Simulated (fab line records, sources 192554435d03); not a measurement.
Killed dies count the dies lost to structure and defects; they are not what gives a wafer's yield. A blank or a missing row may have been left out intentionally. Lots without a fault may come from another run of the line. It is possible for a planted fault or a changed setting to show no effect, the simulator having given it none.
fab line records ; flow n5-finfet ; part 1 of 2: steps 1 to 15 of 21
record lots=5; wafers=15; last-day=17
route steps=1938 shown FIN_SAQP@122
lots untouched by any fault: they come from a run of this same line in which no faults occurred
start-h: hours from the record's first day to the start of the lot's first wafer shown ; wait-h: hours from the lot's prior step to this one ; " unchanged from the row above ; L1.1+2: one row covering several wafers at once ; - no value, or no start given ; * or withheld: withheld ; < > ~ a bound
route shown NAME@n: a module of which the file shows steps, and the number in the route of the first ; usual: the fault-free wafers' mean and standard deviation ; same: alike in all rows ; chamber/n: place in a boat ; sites: readings site by site ; _std_site: how widely they spread, as a standard deviation ; _edge_site: inner sites' mean taken away from outer sites' mean ; radius-mm: how far each site lies from the wafer's centre ; mask NAME#n: copy n ; behind: the tool/chamber that last shaped the wafer ; hold: why the lot was held/for how many hours/how that ended ; device: transistor that didn't switch, given as n, p or np ; end of line: the tests these same wafers got at the end of their route ; a step without rows: its recipe alone ; killed: dies lost to structure and defects at the first sort, not the wafer's yield ; map: a wafer's dies, marking killed ones x, the rest . and places with no die _
set.NAME: setting as actually run; set.NAME@STEP: the setting as run at that earlier step ; model.NAME: the simulator's own value behind a step, which no gauge read
lots at selected steps of the route; one table per step, one row per wafer
services: from which hour (start-h, from the record's first day; less than 0 if before it) a tool's chamber was out of use, for how many hours, and why
## steps
# step N5_FIN_SAQP_STRIP_23
# recipe chemistry=SPM; time-s=750; temp-c=130; h2so4-h2o2-vol-ratio=4
# usual temp-c=129.98/0.14
# same time-s=750
lot.wafer;tool;chamber;start-h;wait-h;temp-c
L077.3;wet-bench-01;0;42.72;-;130.00
L077.5;wet-bench-01;4;42.72;-;129.85
L077.6;wet-bench-01;1;42.72;-;129.94
L089.1;wet-bench-01;5;114.03;-;130.10
L089.3;wet-bench-01;4;114.03;-;130.01
L089.5;wet-bench-01;0;114.03;-;130.01
L090.3;wet-bench-01;0;119.67;-;130.18
L090.4;wet-bench-01;4;119.67;-;130.15
L090.5;wet-bench-01;7;119.67;-;129.92
L092.3;wet-bench-04;5;130.28;-;129.82
L092.5;wet-bench-04;3;130.28;-;129.96
L092.6;wet-bench-04;6;130.28;-;130.03
L095.1;wet-bench-04;2;149.05;-;130.05
L095.3;wet-bench-04;1;149.05;-;130.11
L095.6;wet-bench-04;0;149.05;-;130.03
# step N5_FIN_SAQP_SRD_66
# recipe dry=ipa-marangoni; time-s=30; temp-c=23; rinse-liquid=diw
# usual temp-c=22.98/0.1
# same time-s=30
lot.wafer;tool;chamber;start-h;wait-h;temp-c
L077.3;wet-bench-01;0;42.93;0.0;22.97
L077.5;wet-bench-01;4;42.93;0.0;22.91
L077.6;wet-bench-01;1;42.93;0.0;22.93
L089.1;wet-bench-01;5;114.24;0.0;23.07
L089.3;wet-bench-01;4;114.24;0.0;23.00
L089.5;wet-bench-01;0;114.24;0.0;23.11
L090.3;wet-bench-01;0;119.88;0.0;22.98
L090.4;wet-bench-01;4;119.88;0.0;22.95
L090.5;wet-bench-01;7;119.88;0.0;23.04
L092.3;wet-bench-04;5;130.49;0.0;22.97
L092.5;wet-bench-04;3;130.49;0.0;23.08
L092.6;wet-bench-04;6;130.49;0.0;23.06
L095.1;wet-bench-04;2;149.26;0.0;22.89
L095.3;wet-bench-04;1;149.26;0.0;23.15
L095.6;wet-bench-04;0;149.26;0.0;23.03
# step N5_FIN_SAQP_RECESS_75
# recipe chemistry=HF/NH3; target=SiO2; target-depth-a=144; afs-cycles=3; temp-c=30; sublimation-temp-c=180; sublimation-time-s=60
# usual drypump-motor-current-A=5.9/0.35; temp-c=30.00/0.11
lot.wafer;tool;chamber;start-h;wait-h;drypump-motor-current-A;temp-c
L077.3;vapor-etch-01;0;43.10;0.1;5.4;29.86
L077.5;vapor-etch-01;1;43.10;0.1;5.6;30.07
L077.6;vapor-etch-01;0;43.10;0.1;5.4;29.99
L089.1;vapor-etch-01;1;114.28;0.0;5.6;30.07
L089.3;vapor-etch-01;0;114.28;0.0;5.4;29.99
L089.5;vapor-etch-01;1;114.28;0.0;5.7;30.12
L090.3;vapor-etch-02;0;120.04;0.1;6.3;30.07
L090.4;vapor-etch-02;1;120.04;0.1;6.0;29.95
L090.5;vapor-etch-02;0;120.04;0.1;6.4;30.04
L092.3;vapor-etch-01;1;130.66;0.1;5.6;30.03
L092.5;vapor-etch-01;1;130.66;0.1;5.6;30.06
L092.6;vapor-etch-01;0;130.66;0.1;5.5;30.15
L095.1;vapor-etch-02;1;149.31;0.0;6.1;29.94
L095.3;vapor-etch-02;1;149.31;0.0;6.0;29.99
L095.6;vapor-etch-02;1;149.31;0.0;6.0;29.90
# step N5_FIN_SAQP_SPACER1_ALD_24
# recipe material=SiO2; target-thk-a=203; temp-c=300; ald-precursor-family=BDEAS; ald-co-reactant=O2-plasma; pulse-time-s=1; purge-time-s=2; co-reactant-purge-time-s=2; ald-cycles=218; pressure-torr=2
# usual heater-power-w=477/59; precursor-pulse-height-rel=1.001/0.02; susceptor-temp-C=300.04/0.21
lot.wafer;tool;chamber;start-h;wait-h;heater-power-w;precursor-pulse-height-rel;susceptor-temp-C
L077.3;ald-sin-01;1;43.36;0.1;397;0.977;299.92
L077.5;ald-sin-01;3;43.36;0.1;442;1.034;300.20
L077.6;ald-sin-01;2;43.36;0.1;521;1.007;300.10
L089.1;ald-sin-02;0;114.67;0.3;433;0.991;300.12
L089.3;ald-sin-02;3;114.67;0.3;427;1.007;300.14
L089.5;ald-sin-02;1;114.67;0.3;412;0.990;300.01
L090.3;ald-sin-02;3;121.06;0.9;425;0.981;300.07
L090.4;ald-sin-02;2;121.06;0.9;486;0.996;300.16
L090.5;ald-sin-02;3;121.06;0.9;414;0.975;300.31
L092.3;ald-sin-01;0;130.92;0.1;466;1.036;300.22
L092.5;ald-sin-01;1;130.92;0.1;391;1.022;300.42
L092.6;ald-sin-01;2;130.92;0.1;529;1.008;299.98
L095.1;ald-sin-02;0;149.69;0.3;435;0.972;299.96
L095.3;ald-sin-02;2;149.69;0.3;489;1.022;299.95
L095.6;ald-sin-02;2;149.69;0.3;492;1.009;300.09
# step N5_FIN_SAQP_SPACER1_ETCHBACK_25
# recipe chemistry=CHF3/O2; mode=anisotropic-etchback; target=SiO2; target-depth-a=244; time-s=12.2; pressure-mtorr=30; source-w=650; bias-w=170; Ar_flow_sccm=200; CHF3_flow_sccm=50; O2_flow_sccm=5; ion-energy-ev=200
# usual CHF3_flow_sccm=50.00/0.16; drypump-motor-current-A=5.7/0.45; oes_o_777_au=0.75/0.046; oes-product-au=0.74/0.047; rf-vpp-V=522/8.1; showerhead-plenum-p-Torr=2.38/0.088; throttle-valve-pct=18.97/0.16
# same time-s=12.2
lot.wafer;tool;chamber;start-h;wait-h;CHF3_flow_sccm;drypump-motor-current-A;oes_o_777_au;oes-product-au;rf-hours-counter-h;rf-vpp-V;showerhead-plenum-p-Torr;throttle-valve-pct
L077.3;rie-diel-05;1;44.32;0.6;49.93;6.6;0.72;0.69;217;512;2.30;19.29
L077.5;rie-diel-05;0;44.32;0.6;50.01;5.3;0.80;0.79;-;519;2.24;19.04
L077.6;rie-diel-05;3;44.32;0.6;50.34;5.1;0.77;0.76;-;512;2.42;18.90
L089.1;rie-diel-01;3;115.39;0.4;50.04;5.3;0.73;0.73;194;528;2.40;18.88
L089.3;rie-diel-01;2;115.39;0.4;50.13;6.4;0.70;0.71;207;524;2.48;18.85
L089.5;rie-diel-01;2;115.39;0.4;49.96;6.4;0.70;0.70;-;525;2.48;18.85
L090.3;rie-diel-06;0;121.83;0.4;50.31;6.1;0.80;0.77;121;519;2.51;18.86
L090.4;rie-diel-06;1;121.83;0.4;50.00;5.7;0.73;0.73;217;525;2.40;19.22
L090.5;rie-diel-06;2;121.83;0.4;49.92;5.5;0.73;0.72;-;525;2.29;18.87
L092.3;rie-diel-01;0;131.64;0.4;50.26;5.4;0.81;0.81;63;519;2.44;18.68
L092.5;rie-diel-01;1;131.64;0.4;49.77;6.1;0.72;0.71;-;509;2.39;19.09
L092.6;rie-diel-01;0;131.64;0.4;50.12;5.4;0.81;0.81;-;520;2.44;18.68
L095.1;rie-diel-01;2;150.41;0.4;49.83;6.3;0.69;0.69;219;523;2.47;18.87
L095.3;rie-diel-01;1;150.41;0.4;49.95;6.1;0.72;0.72;183;511;2.39;19.09
L095.6;rie-diel-01;0;150.41;0.4;49.95;5.5;0.81;0.80;-;520;2.44;18.68
# step N5_FIN_SAQP_MANDREL1_REMOVE_56
# recipe chemistry=HBr/Cl2/O2; bt-time-s=10; target=a-Si; stop-on=SiNx; endpoint=OES-SiCl; over-etch-frac=1; icp-w=600; bias-w=22; HBr_flow_sccm=150; Cl2_flow_sccm=80; O2_flow_sccm=5; pressure-mtorr=10
# usual drypump-motor-current-A=5.6/0.38; oes_o_777_au=1.02/0.054; oes-product-au=1.006/0.02; throttle-valve-pct=36.7/0.31
lot.wafer;tool;chamber;start-h;wait-h;drypump-motor-current-A;oes_o_777_au;oes-product-au;rf-hours-counter-h;throttle-valve-pct
L077.3;rie-si-01;3;44.41;0.1;5.3;0.95;0.971;85;37.0
L077.5;rie-si-01;2;44.41;0.1;5.0;0.97;1.041;-;36.9
L077.6;rie-si-01;3;44.41;0.1;5.3;0.95;0.975;-;37.0
L089.1;rie-si-06;1;115.48;0.1;6.0;1.02;0.990;92;36.7
L089.3;rie-si-06;2;115.48;0.1;5.6;1.06;0.995;122;36.3
L089.5;rie-si-06;1;115.48;0.1;6.0;1.03;0.998;-;36.7
L090.3;rie-si-04;3;121.92;0.1;6.2;1.01;1.021;36;36.8
L090.4;rie-si-04;0;121.92;0.1;5.9;1.11;1.033;117;36.8
L090.5;rie-si-04;0;121.92;0.1;5.9;1.11;1.025;-;36.8
L092.3;rie-si-04;0;131.73;0.1;5.9;1.12;1.017;117;36.8
L092.5;rie-si-04;2;131.73;0.1;5.1;1.08;1.036;-;36.6
L092.6;rie-si-04;1;131.73;0.1;5.2;0.99;0.984;-;36.4
L095.1;rie-si-06;0;150.49;0.1;5.5;0.94;0.977;89;37.1
L095.3;rie-si-06;1;150.49;0.1;6.0;1.03;1.000;93;36.7
L095.6;rie-si-06;3;150.49;0.1;5.6;1.02;0.995;-;37.4
# step N5_FIN_SAQP_CD_MEAS_27
# recipe target-cd-nm=20; landing-energy-ev=1000; detector=se-inlens; polarity=line
# usual cd-nm=20.33/0.2
lot.wafer;tool;chamber;start-h;wait-h;cd-nm
L077.3;cd-sem-02;0;44.52;0.1;20.29
L077.5;cd-sem-02;0;44.52;0.1;20.28
L077.6;cd-sem-02;0;44.52;0.1;20.27
L089.1;cd-sem-03;0;115.59;0.1;20.18
L089.3;cd-sem-03;0;115.59;0.1;19.93
L089.5;cd-sem-03;0;115.59;0.1;20.37
L090.3;cd-sem-02;0;122.04;0.1;20.47
L090.4;cd-sem-02;0;122.04;0.1;19.88
L090.5;cd-sem-02;0;122.04;0.1;20.41
L092.3;cd-sem-02;0;131.84;0.1;19.93
L092.5;cd-sem-02;0;131.84;0.1;20.43
L092.6;cd-sem-02;0;131.84;0.1;19.99
L095.1;cd-sem-03;0;150.60;0.1;20.22
L095.3;cd-sem-03;0;150.60;0.1;20.64
L095.6;cd-sem-03;0;150.60;0.1;20.31
# step N5_FIN_SAQP_ETCH_57
# recipe chemistry=CH3F/O2; target=SiNx; mask-material=SiO2; target-depth-a=325; time-s=46.4; pressure-mtorr=30; source-w=395; bias-w=73; Ar_flow_sccm=150; CH3F_flow_sccm=30; O2_flow_sccm=20; ion-energy-ev=120; ends=cleared
# usual drypump-motor-current-A=5.7/0.48; etch-rf-on-time-s=46.8/0.92; oes_o_777_au=0.76/0.063; oes-product-au=0.64/0.053; rf-vpp-V=296/4.6; showerhead-plenum-p-Torr=1.97/0.081; throttle-valve-pct=16.43/0.17
lot.wafer;tool;chamber;start-h;wait-h;drypump-motor-current-A;etch-rf-on-time-s;oes_o_777_au;oes-product-au;rf-hours-counter-h;rf-vpp-V;showerhead-plenum-p-Torr;throttle-valve-pct
L077.3;rie-diel-05;2;44.57;0.0;5.5;46.7;0.72;0.61;192;302;1.91;16.40
L077.5;rie-diel-05;3;44.57;0.0;5.1;46.1;0.76;0.66;-;289;2.01;16.36
L077.6;rie-diel-05;2;44.57;0.0;5.5;47.4;0.72;0.61;-;305;1.91;16.39
L089.1;rie-diel-05;1;115.90;0.3;6.6;46.1;0.71;0.58;243;291;1.90;16.79
L089.3;rie-diel-05;0;115.90;0.3;5.3;48.1;0.76;0.66;131;294;1.85;16.55
L089.5;rie-diel-05;2;115.90;0.3;5.5;47.9;0.70;0.60;-;302;1.91;16.45
L090.3;rie-diel-05;3;122.19;0.2;5.1;47.2;0.73;0.63;182;290;2.00;16.42
L090.4;rie-diel-05;2;122.19;0.2;5.4;47.9;0.70;0.59;221;302;1.91;16.44
L090.5;rie-diel-05;3;122.19;0.2;5.1;47.1;0.73;0.63;-;291;2.00;16.41
L092.3;rie-diel-01;0;131.88;0.0;5.5;46.6;0.82;0.70;63;295;2.03;16.08
L092.5;rie-diel-01;2;131.88;0.0;6.3;46.5;0.70;0.59;-;299;2.06;16.36
L092.6;rie-diel-01;3;131.88;0.0;5.3;47.8;0.73;0.61;-;299;1.99;16.37
L095.1;rie-diel-01;1;150.65;0.0;6.1;47.7;0.72;0.61;183;289;1.98;16.52
L095.3;rie-diel-01;0;150.65;0.0;5.5;45.7;0.82;0.70;69;294;2.02;16.09
L095.6;rie-diel-01;2;150.65;0.0;6.4;46.7;0.69;0.59;-;298;2.06;16.36
# step N5_FIN_SAQP_ETCH_65
# recipe chemistry=CF4; target=SiO2; target-depth-a=40; ion-energy-ev=350; time-s=4.4; pressure-mtorr=10; icp-w=800; bias-w=400; cf4-flow-sccm=80
# usual drypump-motor-current-A=5.6/0.4; oes-product-au=1.002/0.026; throttle-valve-pct=21.83/0.19
# same time-s=4.4
lot.wafer;tool;chamber;start-h;wait-h;drypump-motor-current-A;oes-product-au;rf-hours-counter-h;throttle-valve-pct
L077.3;rie-si-04;0;44.67;0.1;5.9;1.044;116;21.89
L077.5;rie-si-04;1;44.67;0.1;5.2;0.995;-;21.50
L077.6;rie-si-04;0;44.67;0.1;5.9;1.051;-;21.89
L089.1;rie-si-04;1;116.01;0.1;5.2;0.989;195;21.50
L089.3;rie-si-04;0;116.01;0.1;5.9;1.040;117;21.90
L089.5;rie-si-04;2;116.01;0.1;5.1;1.049;-;21.53
L090.3;rie-si-01;3;122.30;0.1;5.3;0.952;86;22.09
L090.4;rie-si-01;1;122.30;0.1;5.5;0.985;161;21.94
L090.5;rie-si-01;0;122.30;0.1;6.1;0.979;-;21.80
L092.3;rie-si-01;3;131.99;0.1;5.4;0.976;86;22.08
L092.5;rie-si-01;2;131.99;0.1;5.0;1.014;-;21.68
L092.6;rie-si-01;1;131.99;0.1;5.5;0.988;-;21.93
L095.1;rie-si-01;1;150.76;0.1;5.5;0.985;162;21.94
L095.3;rie-si-01;2;150.76;0.1;5.0;1.016;160;21.67
L095.6;rie-si-01;1;150.76;0.1;5.5;0.988;-;21.96
# step N5_FIN_SAQP_MANDREL_ETCH_58
# recipe chemistry=HBr/Cl2; target=a-Si; target-depth-a=450; bt-time-s=10; stop-on=SiNx; mask-material=SiO2; over-etch-frac=0.8; time-s=27; pressure-mtorr=10; icp-w=800; bias-w=75; HBr_flow_sccm=150; Cl2_flow_sccm=80; ends=end-point
# usual drypump-motor-current-A=5.6/0.4; oes-product-au=0.703/0.014; throttle-valve-pct=35.58/0.28
lot.wafer;tool;chamber;start-h;wait-h;drypump-motor-current-A;oes-product-au;rf-hours-counter-h;throttle-valve-pct
L077.3;rie-si-04;0;44.71;0.0;5.9;0.724;116;35.67
L077.5;rie-si-04;1;44.71;0.0;5.2;0.694;-;35.29
L077.6;rie-si-04;0;44.71;0.0;5.9;0.722;-;35.66
L089.1;rie-si-04;1;116.04;0.0;5.2;0.685;195;35.31
L089.3;rie-si-04;0;116.04;0.0;5.9;0.717;117;35.68
L089.5;rie-si-04;2;116.04;0.0;5.1;0.726;-;35.41
L090.3;rie-si-01;3;122.33;0.0;5.3;0.689;86;35.88
L090.4;rie-si-01;1;122.33;0.0;5.5;0.707;161;35.37
L090.5;rie-si-01;0;122.33;0.0;6.1;0.702;-;35.35
L092.3;rie-si-01;3;132.02;0.0;5.3;0.688;86;35.85
L092.5;rie-si-01;2;132.02;0.0;5.0;0.722;-;35.73
L092.6;rie-si-01;1;132.02;0.0;5.5;0.711;-;35.38
L095.1;rie-si-01;1;150.79;0.0;5.5;0.690;162;35.40
L095.3;rie-si-01;2;150.79;0.0;5.0;0.714;160;35.74
L095.6;rie-si-01;1;150.79;0.0;5.5;0.708;-;35.35
# step N5_FIN_SAQP_RECESS_63
# recipe chemistry=HF/NH3; target=SiO2; target-depth-a=180; afs-cycles=3; temp-c=30; sublimation-temp-c=180; sublimation-time-s=60
# usual drypump-motor-current-A=5.8/0.35; temp-c=29.98/0.11
lot.wafer;tool;chamber;start-h;wait-h;drypump-motor-current-A;temp-c
L077.3;vapor-etch-02;0;44.91;0.2;6.3;29.96
L077.5;vapor-etch-02;1;44.91;0.2;6.0;29.86
L077.6;vapor-etch-02;0;44.91;0.2;6.3;29.85
L089.1;vapor-etch-01;0;116.12;0.1;5.5;30.01
L089.3;vapor-etch-01;1;116.12;0.1;5.6;30.15
L089.5;vapor-etch-01;0;116.12;0.1;5.4;30.01
L090.3;vapor-etch-02;1;122.53;0.2;6.0;29.95
L090.4;vapor-etch-02;0;122.53;0.2;6.3;30.04
L090.5;vapor-etch-02;0;122.53;0.2;6.3;29.77
L092.3;vapor-etch-01;1;132.23;0.2;5.6;29.99
L092.5;vapor-etch-01;1;132.23;0.2;5.6;29.96
L092.6;vapor-etch-01;0;132.23;0.2;5.5;30.01
L095.1;vapor-etch-02;0;150.87;0.1;6.4;30.06
L095.3;vapor-etch-02;1;150.87;0.1;6.0;29.84
L095.6;vapor-etch-02;1;150.87;0.1;6.0;29.88
# step N5_FIN_SAQP_COAT_68
# recipe resist=SOC; temp-c=250; time-s=60; spin-rpm=1500; resist-thk-nm=100
# usual resist-line-temp-C=23.04/0.11
# same time-s=60
lot.wafer;tool;chamber;start-h;wait-h;resist-line-temp-C
L077.3;litho-track-04;0;45.18;0.2;22.92
L077.5;litho-track-04;0;45.18;0.2;22.87
L077.6;litho-track-04;0;45.18;0.2;23.02
L089.1;litho-track-04;0;116.51;0.3;23.06
L089.3;litho-track-04;0;116.51;0.3;22.97
L089.5;litho-track-04;0;116.51;0.3;22.91
L090.3;litho-track-03;0;122.81;0.2;23.10
L090.4;litho-track-03;0;122.81;0.2;23.13
L090.5;litho-track-03;0;122.81;0.2;23.12
L092.3;litho-track-03;0;132.50;0.2;23.09
L092.5;litho-track-03;0;132.50;0.2;23.01
L092.6;litho-track-03;0;132.50;0.2;23.04
L095.1;litho-track-03;0;151.26;0.3;23.09
L095.3;litho-track-03;0;151.26;0.3;23.34
L095.6;litho-track-03;0;151.26;0.3;23.06
# step N5_FIN_SAQP_ETCH_69
# recipe chemistry=N2/H2; target=SOC; target-depth-a=1500; stop-on=SiNx; ion-energy-ev=100; bias-w=61; pressure-mtorr=30; source-w=850; n2-flow-sccm=200; h2-flow-sccm=200
# usual drypump-motor-current-A=5.7/0.46; oes-product-au=0.74/0.043; rf-vpp-V=240.1/1.6; showerhead-plenum-p-Torr=2.50/0.096; throttle-valve-pct=17.91/0.24
lot.wafer;tool;chamber;start-h;wait-h;drypump-motor-current-A;oes-product-au;rf-hours-counter-h;rf-vpp-V;showerhead-plenum-p-Torr;throttle-valve-pct
L077.3;rie-diel-06;2;45.24;-;5.6;0.73;170;240.0;2.43;17.82
L077.5;rie-diel-06;1;45.24;-;5.7;0.74;-;240.2;2.54;18.23
L077.6;rie-diel-06;0;45.24;-;6.0;0.79;-;240.8;2.67;17.79
L089.1;rie-diel-05;3;116.57;-;5.1;0.73;180;240.5;2.51;17.72
L089.3;rie-diel-05;2;116.57;-;5.5;0.70;219;239.0;2.41;17.82
L089.5;rie-diel-05;1;116.57;-;6.6;0.67;-;240.5;2.42;18.30
L090.3;rie-diel-05;3;122.86;-;5.1;0.72;182;237.6;2.51;17.71
L090.4;rie-diel-05;0;122.86;-;5.3;0.76;134;238.2;2.36;18.16
L090.5;rie-diel-05;3;122.86;-;5.1;0.73;-;240.8;2.51;17.72
L092.3;rie-diel-01;0;132.87;-;5.5;0.81;64;241.3;2.58;17.57
L092.5;rie-diel-01;1;132.87;-;6.1;0.72;-;241.4;2.54;18.11
L092.6;rie-diel-01;0;132.87;-;5.5;0.80;-;239.2;2.58;17.58
L095.1;rie-diel-01;3;151.32;-;5.3;0.72;207;240.2;2.53;17.84
L095.3;rie-diel-01;0;151.32;-;5.5;0.80;70;241.5;2.57;17.58
L095.6;rie-diel-01;1;151.32;-;6.1;0.72;-;240.6;2.54;18.12
# step N5_FIN_SAQP_ETCH_67
# recipe chemistry=CH3F/O2; target=SiNx; target-depth-a=300; mask-material=SOC; pressure-mtorr=30; source-w=395; bias-w=73; Ar_flow_sccm=150; CH3F_flow_sccm=30; O2_flow_sccm=20; ion-energy-ev=120
# usual drypump-motor-current-A=5.7/0.46; oes_o_777_au=0.75/0.038; oes-product-au=0.75/0.045; rf-vpp-V=296/4.6; showerhead-plenum-p-Torr=1.97/0.08; throttle-valve-pct=16.46/0.17
lot.wafer;tool;chamber;start-h;wait-h;drypump-motor-current-A;oes_o_777_au;oes-product-au;rf-hours-counter-h;rf-vpp-V;showerhead-plenum-p-Torr;throttle-valve-pct
L077.3;rie-diel-06;2;45.30;0.0;5.5;0.76;0.73;170;299;1.90;16.30
L077.5;rie-diel-06;1;45.30;0.0;5.8;0.77;0.75;-;298;2.00;16.65
L077.6;rie-diel-06;0;45.30;0.0;6.0;0.80;0.80;-;295;2.10;16.29
L089.1;rie-diel-05;3;116.63;0.0;5.1;0.74;0.74;180;291;2.00;16.43
L089.3;rie-diel-05;2;116.63;0.0;5.5;0.70;0.70;219;303;1.91;16.47
L089.5;rie-diel-05;1;116.63;0.0;6.6;0.71;0.68;-;289;1.90;16.79
L090.3;rie-diel-05;3;122.92;0.0;5.1;0.74;0.74;182;292;2.00;16.44
L090.4;rie-diel-05;0;122.92;0.0;5.3;0.75;0.78;134;294;1.84;16.58
L090.5;rie-diel-05;3;122.92;0.0;5.1;0.74;0.74;-;291;2.00;16.43
L092.3;rie-diel-01;0;132.93;0.0;5.5;0.82;0.80;64;295;2.02;16.12
L092.5;rie-diel-01;1;132.93;0.0;6.1;0.73;0.72;-;291;1.98;16.54
L092.6;rie-diel-01;0;132.93;0.0;5.4;0.82;0.80;-;296;2.03;16.10
L095.1;rie-diel-01;3;151.38;0.0;5.3;0.73;0.73;207;298;1.99;16.40
L095.3;rie-diel-01;0;151.38;0.0;5.4;0.82;0.80;70;296;2.02;16.13
L095.6;rie-diel-01;1;151.38;0.0;6.1;0.72;0.71;-;290;1.98;16.55
# step N5_FIN_SAQP_STRIP_70
# recipe chemistry=N2/H2; power-w=500; temp-c=40; pressure-mtorr=50; rf-frequency-hz=6e+07; overash-fraction=0.3; bias-power-w=28; h2-frac=0.5; n2-flow-sccm=300; h2-flow-sccm=300
# usual drypump-motor-current-A=5.7/0.46; oes-product-au=0.75/0.047; rf-vpp-V=121.6/1; showerhead-plenum-p-Torr=3.31/0.12; temp-c=40.01/0.11; throttle-valve-pct=19.0/0.36
lot.wafer;tool;chamber;start-h;wait-h;drypump-motor-current-A;oes-product-au;rf-hours-counter-h;rf-vpp-V;showerhead-plenum-p-Torr;temp-c;throttle-valve-pct
L077.3;rie-diel-06;2;45.34;0.0;5.6;0.73;170;121.1;3.21;39.88;19.0
L077.5;rie-diel-06;1;45.34;0.0;5.8;0.75;-;122.2;3.35;39.97;19.6
L077.6;rie-diel-06;0;45.34;0.0;6.0;0.82;-;122.8;3.52;40.00;19.0
L089.1;rie-diel-05;3;116.67;0.0;5.1;0.74;180;121.5;3.31;39.97;18.8
L089.3;rie-diel-05;2;116.67;0.0;5.5;0.69;219;120.9;3.19;40.04;18.9
L089.5;rie-diel-05;1;116.67;0.0;6.6;0.68;-;120.9;3.20;40.11;19.4
L090.3;rie-diel-05;3;122.96;0.0;5.1;0.72;182;122.5;3.31;39.88;18.8
L090.4;rie-diel-05;0;122.96;0.0;5.3;0.77;134;121.9;3.13;40.21;19.3
L090.5;rie-diel-05;3;122.96;0.0;5.1;0.74;-;122.3;3.31;39.98;18.8
L092.3;rie-diel-01;0;132.97;0.0;5.5;0.82;64;121.1;3.40;39.97;18.6
L092.5;rie-diel-01;1;132.97;0.0;6.1;0.73;-;121.5;3.36;40.08;19.3
L092.6;rie-diel-01;0;132.97;0.0;5.5;0.83;-;122.6;3.40;39.88;18.6
L095.1;rie-diel-01;3;151.42;0.0;5.3;0.73;207;121.9;3.35;39.94;18.8
L095.3;rie-diel-01;0;151.42;0.0;5.5;0.81;70;122.8;3.40;39.98;18.6
L095.6;rie-diel-01;1;151.42;0.0;6.1;0.72;-;121.1;3.36;39.88;19.3
